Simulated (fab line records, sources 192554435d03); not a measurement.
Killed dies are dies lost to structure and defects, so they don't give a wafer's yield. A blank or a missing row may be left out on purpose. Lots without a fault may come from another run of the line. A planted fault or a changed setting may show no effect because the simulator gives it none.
Chamber matching | flow n5_finfet | N5_BEOL_M6_CVD_78 on cvd_co-01: 3 sister chambers
The step deposits Co from CCTBA/H2, target thk 2 nm, time 142.3 s. 6 wafers are shown with their chamber, then 7 later ones without.

WAFERS WITH THEIR CHAMBER
wafer  | chamber | run_length_s (s)
L768.5 | 2       | 165.1
L781.3 | 2       | 164.6
L783.5 | 1       | 165.9
L783.6 | 0       | 165.4
L785.2 | 1       | 166.5
L785.4 | 0       | 165.6

WAFERS WITHOUT THEIR CHAMBER
wafer  | run_length_s (s)
L785.6 | 166.0
L788.1 | 166.0
L788.3 | 164.9
L788.4 | 166.3
L789.2 | 166.3
L789.3 | 164.5
L789.5 | 165.3

WHICH CHAMBER EACH WENT THROUGH
wafer  | from the rows above     | in truth
L785.6 | can't be placed: 1 or 0 | 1
L788.1 | can't be placed: 1 or 0 | 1
L788.3 | can't be placed: 2 or 0 | 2
L788.4 | 1                       | 1
L789.2 | 1                       | 1
L789.3 | can't be placed: 2 or 0 | 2
L789.5 | can't be placed: 0 or 2 | 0
Placed correctly: 2 of 7. Can't be placed from these rows: 5 (the true chamber is among the candidates in 5). Placed wrongly: 0.
How it was worked out, from the rows above alone: a wafer's distance from a chamber is the root of the sum, over the readings, of the square of ((its reading less the chamber's mean) divided by the reading's scatter). The wafer belongs to the nearest chamber; if the next one is less than 2 further off, it can't be placed. A chamber's mean is the mean of its shown wafers. The scatter: the root of (the sum of the squares of (reading less its chamber's mean) over the shown wafers, divided by (wafers less chambers)).
